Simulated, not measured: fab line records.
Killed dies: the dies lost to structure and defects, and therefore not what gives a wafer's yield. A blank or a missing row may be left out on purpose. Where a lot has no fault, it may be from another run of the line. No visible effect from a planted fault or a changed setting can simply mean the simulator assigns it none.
Which tool is to blame? -- flow n5-finfet -- 11 lots with 33 wafers sampled at 2 steps, on a route of 1938 steps

WHAT THE GAUGES READ, wafer by wafer
N5_PASSIVATION_OVL_MEAS_63.
lot,measured,on,PAD_OVL (nm)
L635,day 13 03:43,overlay-01,3 -4 2
L638,day 14 13:50,overlay-01,-8 -2 -7
L637,day 14 20:47,overlay-02,10 12 14
L640,day 15 14:47,overlay-02,-1 -7 -3
L641,day 15 09:07,overlay-01,-8 -11 -6
L642,day 16 11:44,overlay-01,4 10 10
L644,day 16 23:20,overlay-01,10 5 -1
L643,day 17 00:04,overlay-02,0 -4 3
L647,day 17 08:49,overlay-02,-4 -10 -7
L653,day 18 11:20,overlay-01,-4 -5 0
L652,day 18 22:29,overlay-01,-2 0 7

TOOL THAT RAN EACH LOT (tool first, then ch and the chambers of the sampled wafers, then the start)
lot,N5_BEOL_M12_TRENCH_ETCH_34
L635,"rie-diel-01 ch 0,1, day 11 18:55"
L638,"rie-diel-01 ch 0,1, day 13 05:46"
L637,"rie-diel-01 ch 0,1,3, day 13 06:47"
L640,"rie-diel-01 ch 0,1, day 13 17:22"
L641,"rie-diel-01 ch 0,1,3, day 13 21:34"
L642,"rie-diel-01 ch 0,1,3, day 14 10:19"
L644,"rie-diel-01 ch 0,1, day 14 11:31"
L643,"rie-diel-02 ch 0,2,3, day 14 16:55"
L647,"rie-diel-02 ch 1,3, day 15 20:38"
L653,"rie-diel-04 ch 1,2,3, day 17 03:59"
L652,"rie-diel-04 ch 0,1,3, day 17 10:56"
- N5_BEOL_M12_TRENCH_ETCH_34: etches SiOC in C4F8/O2/Ar, target depth 318.95 nm, time 125.5 s.

THE ANSWER, worked out from the rows above alone
Rule: what is usual is taken from the lots themselves. The widest of any qualifying gaps counts: lots, ordered by their means at a reading, are off when they make up no more than a third of the lots, leave a main group of 4 or more, and stand apart from it by 3 or more times the standard deviation of that group's means. Not used: any main group whose means are identical at the precision the tables above print for the reading. A lot without any number at a reading at which 4 lots or more have one is off too. All remaining lots with rows at the step are treated as sound.
None of the lots is off at any reading shown; this tells nothing.

WHAT HAD BEEN PUT IN BY THE SIMULATOR
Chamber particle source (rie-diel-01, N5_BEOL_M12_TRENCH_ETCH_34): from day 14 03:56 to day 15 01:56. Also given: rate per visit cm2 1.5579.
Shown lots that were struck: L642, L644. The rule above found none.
